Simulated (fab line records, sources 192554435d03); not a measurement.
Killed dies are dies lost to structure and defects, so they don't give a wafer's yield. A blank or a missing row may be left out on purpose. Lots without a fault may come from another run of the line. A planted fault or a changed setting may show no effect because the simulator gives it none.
Chamber matching | flow n5_finfet | N5_BEOL_M6_ETCH_62 on rie_diel-03: 4 sister chambers
The step etches SOC in N2/H2, target depth 110 nm, overetch 22 nm, time 165 s. 4 wafers are shown with their chamber, then 12 later ones without.

WAFERS WITH THEIR CHAMBER
wafer  | chamber | showerhead_plenum_p_Torr (Torr)
L089.6 | 2       | 2.50
L090.1 | 0       | 2.68
L090.4 | 1       | 2.45
L090.5 | 3       | 2.43

WAFERS WITHOUT THEIR CHAMBER
wafer  | showerhead_plenum_p_Torr (Torr)
L091.2 | 2.68
L091.3 | 2.49
L091.5 | 2.45
L092.1 | 2.68
L092.4 | 2.49
L092.6 | 2.49
L095.1 | 2.49
L095.5 | 2.49
L095.6 | 2.45
L097.3 | 2.45
L097.4 | 2.49
L097.6 | 2.67

WHICH CHAMBER EACH WENT THROUGH
wafer  | from the rows above | in truth
L091.2 | 0                   | 0
L091.3 | 2                   | 2
L091.5 | 1                   | 1
L092.1 | 0                   | 0
L092.4 | 2                   | 2
L092.6 | 2                   | 2
L095.1 | 2                   | 2
L095.5 | 2                   | 2
L095.6 | 1                   | 1
L097.3 | 1                   | 1
L097.4 | 2                   | 2
L097.6 | 0                   | 0
Placed correctly: 12 of 12. Can't be placed from these rows: 0. Placed wrongly: 0.
How it was worked out, from the rows above alone: a wafer's distance from a chamber is the root of the sum, over the readings, of the square of ((its reading less the chamber's mean) divided by the reading's scatter). The wafer belongs to the nearest chamber; if the next one is less than 2 further off, it can't be placed. A chamber's mean is the mean of its shown wafers. The scatter: with one shown wafer a chamber, the root of the mean of the squares of how far each hidden wafer lies from its nearest shown one.
